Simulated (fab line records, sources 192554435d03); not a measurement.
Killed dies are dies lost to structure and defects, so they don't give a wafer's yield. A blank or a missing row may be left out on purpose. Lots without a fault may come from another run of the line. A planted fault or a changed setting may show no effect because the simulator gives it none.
Which tool did it? | flow n5_finfet | 9 lots, 27 wafers sampled, at 5 steps of a route of 1938

WHAT THE GAUGES READ, wafer by wafer
N5_BEOL_M3_CD_MEAS_28: target cd 25.7 nm, target cd y 23.3 nm. Usual: cd_nm 25.74 nm, standard deviation 0.23.
lot  | measured     | on        | cd_nm (nm)        | flag
L662 | day 7 11:02  | cd_sem-03 | 25.73 26.06 25.89 |
L663 | day 7 15:00  | cd_sem-01 | 25.82 25.62 25.92 |
L665 | day 8 12:48  | cd_sem-03 | 25.96 25.57 25.69 |
L668 | day 8 17:53  | cd_sem-01 | 25.62 25.82 25.99 |
L670 | day 9 06:11  | cd_sem-02 | 25.54 25.41 26.19 |
L678 | day 11 08:07 | cd_sem-01 | 25.59 25.40 25.17 |
L679 | day 11 13:34 | cd_sem-02 | 26.20 26.13 25.80 |
L682 | day 12 11:29 | cd_sem-01 | 25.66 26.32 25.86 |
L684 | day 12 22:14 | cd_sem-03 | 25.97 26.14 25.70 |

N5_BEOL_M4_RC_MEAS_101. Usual: DIBL_N 36.3 mV/V, standard deviation 1; DIBL_P 36.2 mV/V, standard deviation 1.4; IOFF_N 0.157 nA/um, standard deviation 0.021; IOFF_P 0.206 nA/um, standard deviation 0.025; ION_N 673 uA/um, standard deviation 9; ION_P 461 uA/um, standard deviation 6.4; SS_N 71.5 mV/dec, standard deviation 0.5; SS_P 73.2 mV/dec, standard deviation 0.47; VT_N 249.9 mV, standard deviation 2.4; VT_P -250.6 mV, standard deviation 2.9.
lot  | measured     | on        | DIBL_N (mV/V)  | DIBL_P (mV/V)  | IOFF_N (nA/um)    | IOFF_P (nA/um)    | ION_N (uA/um) | ION_P (uA/um) | SS_N (mV/dec)  | SS_P (mV/dec)  | VT_N (mV)         | VT_P (mV)            | flag
L662 | day 8 05:33  | prober-01 | 35.3 37.3 34.9 | 34.4 37.2 34.2 | 0.136 0.170 0.129 | 0.177 0.217 0.175 | 671 682 668   | 462 467 461   | 70.8 71.2 70.1 | 73.1 74.0 73.2 | 250.8 248.2 250.4 | -251.1 -250.9 -252.8 |
L663 | day 8 10:10  | prober-02 | 36.3 35.5 37.9 | 36.9 36.1 38.2 | 0.150 0.134 0.171 | 0.209 0.194 0.225 | 659 657 669   | 457 452 461   | 71.7 71.6 72.7 | 72.9 73.6 74.3 | 252.3 255.2 250.0 | -251.1 -251.2 -252.0 |
L665 | day 9 11:14  | prober-01 | 35.1 36.8 36.6 | 35.5 37.4 37.1 | 0.132 0.159 0.158 | 0.191 0.221 0.216 | 675 679 679   | 465 471 464   | 70.5 71.0 71.9 | 72.7 73.3 72.9 | 252.1 246.7 248.5 | -252.4 -248.8 -251.5 |
L668 | day 9 13:46  | prober-01 | 37.1 36.2 36.3 | 38.0 37.4 37.1 | 0.200 0.189 0.183 | 0.260 0.241 0.251 | 676 673 676   | 464 463 465   | 72.4 71.8 71.9 | 74.0 73.5 74.3 | 247.1 246.8 249.2 | -247.2 -248.0 -246.9 |
L670 | day 9 19:16  | prober-02 | 35.4 36.5 36.2 | 35.4 36.8 35.5 | 0.140 0.175 0.159 | 0.180 0.203 0.186 | 663 685 661   | 451 465 450   | 70.8 72.0 71.9 | 73.5 73.5 73.4 | 252.7 246.5 250.9 | -250.7 -250.9 -254.0 |
L678 | day 12 04:47 | prober-02 | 35.6 36.8 36.5 | 35.9 37.1 37.8 | 0.151 0.173 0.172 | 0.179 0.206 0.214 | 665 666 678   | 455 455 463   | 70.6 71.6 71.6 | 73.3 72.8 73.4 | 248.0 250.0 248.5 | -254.9 -251.5 -252.5 |
L679 | day 12 07:06 | prober-01 | 37.3 37.6 36.7 | 38.0 38.4 36.6 | 0.173 0.181 0.157 | 0.249 0.255 0.226 | 690 685 674   | 471 480 466   | 72.1 72.4 72.5 | 73.8 73.7 72.7 | 249.4 245.4 247.9 | -244.6 -244.6 -248.5 |
L682 | day 13 01:10 | prober-01 | 35.8 36.5 35.6 | 34.6 34.8 34.3 | 0.141 0.147 0.142 | 0.206 0.210 0.208 | 679 665 681   | 470 463 472   | 71.0 71.5 71.0 | 73.2 72.5 72.6 | 250.3 248.9 250.8 | -247.9 -246.2 -247.9 |
L684 | day 13 18:34 | prober-02 | 36.6 37.6 36.7 | 39.0 40.5 38.5 | 0.183 0.208 0.187 | 0.210 0.230 0.207 | 688 697 686   | 469 462 462   | 71.7 71.7 72.0 | 73.4 73.7 73.4 | 246.7 247.3 246.2 | -247.7 -248.8 -249.5 |

WHICH TOOL RAN EACH LOT (tool, then ch and the chambers of the sampled wafers, then the start)
lot  | N5_BEOL_M3_ETCH_64                 | N5_BEOL_M3_ETCH_70                 | N5_BEOL_M3_VIA_ETCH_34
L662 | rie_diel-01 ch 1,3, day 7 10:21    | rie_diel-03 ch 2,3, day 7 13:44    | rie_diel-03 ch 2,3, day 7 13:50
L663 | rie_diel-03 ch 1,2,3, day 7 14:17  | rie_diel-03 ch 0,2,3, day 7 17:35  | rie_diel-03 ch 0,2,3, day 7 17:42
L665 | rie_diel-05 ch 1,2,3, day 8 12:01  | rie_diel-01 ch 1,2, day 8 20:31    | rie_diel-01 ch 1,2, day 8 20:37
L668 | rie_diel-03 ch 0,1,2, day 8 17:05  | rie_diel-05 ch 0,3, day 8 20:40    | rie_diel-05 ch 0,3, day 8 20:46
L670 | rie_diel-01 ch 0,2, day 9 05:23    | rie_diel-05 ch 0,2,3, day 9 06:36  | rie_diel-05 ch 0,2,3, day 9 06:42
L678 | rie_diel-05 ch 2,3, day 11 07:13   | rie_diel-05 ch 0,1,2, day 11 11:22 | rie_diel-05 ch 0,1,2, day 11 11:28
L679 | rie_diel-01 ch 0,1,3, day 11 12:41 | rie_diel-05 ch 0,1,3, day 11 14:00 | rie_diel-05 ch 0,1,3, day 11 14:06
L682 | rie_diel-01 ch 0,2,3, day 12 10:49 | rie_diel-01 ch 0,1, day 12 13:15   | rie_diel-01 ch 0,1, day 12 13:21
L684 | rie_diel-01 ch 0,3, day 12 21:27   | rie_diel-01 ch 2,3, day 13 01:29   | rie_diel-01 ch 2,3, day 13 01:36
- N5_BEOL_M3_ETCH_64: etches SOC in N2/H2, target depth 75 nm, overetch 15 nm, time 112.5 s.
- N5_BEOL_M3_ETCH_70: etches SOC in N2/H2, target depth 80 nm, overetch 16 nm, time 120 s.
- N5_BEOL_M3_VIA_ETCH_34: etches the open film in C4F6/O2, target depth 69.4 nm, time 65.9 s.

WHAT THE TOOLS THEMSELVES READ (means of the sampled wafers that have a number; where no wafer has one, the mark that the record gives instead)
N5_BEOL_M3_ETCH_64. Usual: drypump_motor_current_A 5.6 A, standard deviation 0.57; oes_product_au 0.62 a.u., standard deviation 0.066; rf_fwd_power_W 836.2 W, standard deviation 2.7; rf_vpp_V 524 V, standard deviation 3.2; showerhead_plenum_p_Torr 2.56 Torr, standard deviation 0.11; throttle_valve_pct 17.76 %, standard deviation 0.21.
lot  | tool        | drypump_motor_current_A (A) | oes_product_au (a.u.) | rf_fwd_power_W (W) | rf_vpp_V (V) | showerhead_plenum_p_Torr (Torr) | throttle_valve_pct (%) | flag
L662 | rie_diel-01 | 5.5                         | 0.67                  | 838.2              | 527          | 2.68                            | 17.60                  |
L663 | rie_diel-03 | 5.3                         | 0.60                  | 836.4              | 524          | 2.55                            | 17.65                  |
L665 | rie_diel-05 | 6.3                         | 0.57                  | 836.3              | 522          | 2.46                            | 18.01                  |
L668 | rie_diel-03 | 5.3                         | 0.58                  | 836.3              | 527          | 2.63                            | 17.74                  |
L670 | rie_diel-01 | 6.1                         | 0.56                  | 839.5              | 525          | 2.62                            | 18.13                  |
L678 | rie_diel-05 | 6.4                         | 0.57                  | 833.9              | 521          | 2.43                            | 17.90                  |
L679 | rie_diel-01 | 5.6                         | 0.72                  | 834.4              | 526          | 2.63                            | 17.55                  |
L682 | rie_diel-01 | 5.7                         | 0.68                  | 835.2              | 526          | 2.61                            | 17.81                  |
L684 | rie_diel-01 | 5.3                         | 0.71                  | 837.1              | 526          | 2.60                            | 17.52                  |

N5_BEOL_M3_ETCH_70. Usual: drypump_motor_current_A 5.7 A, standard deviation 0.62; oes_product_au 0.61 a.u., standard deviation 0.066; rf_fwd_power_W 835 W, standard deviation 3; rf_vpp_V 524 V, standard deviation 3.1; showerhead_plenum_p_Torr 2.54 Torr, standard deviation 0.11; throttle_valve_pct 17.78 %, standard deviation 0.22.
lot  | tool        | drypump_motor_current_A (A) | oes_product_au (a.u.) | rf_fwd_power_W (W) | rf_vpp_V (V) | showerhead_plenum_p_Torr (Torr) | throttle_valve_pct (%) | flag
L662 | rie_diel-03 | 5.2                         | 0.59                  | 835                | 521          | 2.46                            | 17.64                  |
L663 | rie_diel-03 | 5.3                         | 0.57                  | 836                | 523          | 2.54                            | 17.71                  |
L665 | rie_diel-01 | 6.1                         | 0.61                  | 834                | 527          | 2.66                            | 18.00                  |
L668 | rie_diel-05 | 5.4                         | 0.64                  | 832                | 522          | 2.47                            | 17.64                  |
L670 | rie_diel-05 | 5.9                         | 0.60                  | 833                | 521          | 2.45                            | 17.76                  |
L678 | rie_diel-05 | 5.6                         | 0.63                  | 634                | 571          | 2.47                            | 17.81                  | OFF
L679 | rie_diel-05 | 5.8                         | 0.64                  | 633                | 571          | 2.47                            | 17.79                  | OFF
L682 | rie_diel-01 | 5.9                         | 0.68                  | 837                | 526          | 2.66                            | 17.61                  |
L684 | rie_diel-01 | 5.4                         | 0.64                  | 835                | 525          | 2.61                            | 17.74                  |

N5_BEOL_M3_VIA_ETCH_34. Usual: drypump_motor_current_A 5.7 A, standard deviation 0.63; mfc_ar_sccm 300.1 sccm, standard deviation 0.84; oes_product_au 0.80 a.u., standard deviation 0.092; rf_fwd_power_W 346.6 W, standard deviation 1.9; rf_vpp_V 663 V, standard deviation 5.7; showerhead_plenum_p_Torr 2.83 Torr, standard deviation 0.11; throttle_valve_pct 30.68 %, standard deviation 0.18.
lot  | tool        | drypump_motor_current_A (A) | mfc_ar_sccm (sccm) | oes_product_au (a.u.) | rf_fwd_power_W (W) | rf_vpp_V (V) | showerhead_plenum_p_Torr (Torr) | throttle_valve_pct (%) | flag
L662 | rie_diel-03 | 5.2                         | 300.4              | 0.77                  | 344.4              | 662          | 2.74                            | 30.45                  |
L663 | rie_diel-03 | 5.2                         | 299.7              | 0.75                  | 346.9              | 665          | 2.84                            | 30.49                  |
L665 | rie_diel-01 | 6.2                         | 300.4              | 0.80                  | 348.4              | 664          | 2.96                            | 30.91                  |
L668 | rie_diel-05 | 5.4                         | 300.3              | 0.85                  | 343.4              | 656          | 2.77                            | 30.67                  |
L670 | rie_diel-05 | 5.9                         | 301.1              | 0.78                  | 344.7              | 656          | 2.74                            | 30.75                  |
L678 | rie_diel-05 | 5.6                         | 299.5              | 0.82                  | 346.5              | 662          | 2.75                            | 30.71                  |
L679 | rie_diel-05 | 5.8                         | 299.9              | 0.84                  | 343.7              | 660          | 2.76                            | 30.73                  |
L682 | rie_diel-01 | 5.9                         | 299.6              | 0.89                  | 348.0              | 668          | 2.96                            | 30.60                  |
L684 | rie_diel-01 | 5.4                         | 298.8              | 0.84                  | 345.1              | 662          | 2.91                            | 30.73                  |

THE ANSWER, worked out from the rows above alone
Rule: a lot is off if the mean of its wafers that have a number lies more than 3 standard deviations from the usual mean. A lot without any number at a reading at which 4 lots or more have one is off too. The other lots that the step has rows for count as sound. The gauges are gone through in route order, then the tools' own readings, and for those a lot's mean is taken as printed above. The first step at which some lot is off is used, and at that step the reading that is off furthest; a lot without a number counts as furthest.
Off: L678, L679, at N5_BEOL_M3_ETCH_70 (rf_fwd_power_W).
A tool fits if, at that step or a process step before it, it ran every lot that is off, and no sound lot after the first of them. One fits: rie_diel-05 at N5_BEOL_M3_ETCH_70. Its last sound lot is L670 (day 9 06:36), its first lot that is off L678 (day 11 11:22): a fault that began between those two fits.
The tool's own readings at N5_BEOL_M3_ETCH_70 bear it out: on the lots that are off they differ by more than 5 times the standard deviation of the sound lots' means. rf_fwd_power_W reads 634 W there against 835 W on the sound lots; rf_vpp_V reads 571 V there against 524 V on the sound lots.

WHAT THE SIMULATOR HAD PUT IN
Process parameter drift: rie_diel-05, from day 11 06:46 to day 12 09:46, at N5_BEOL_M3_ETCH_70. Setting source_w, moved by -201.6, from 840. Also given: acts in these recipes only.
Lots struck among those shown: L678, L679. The rule above found the same.
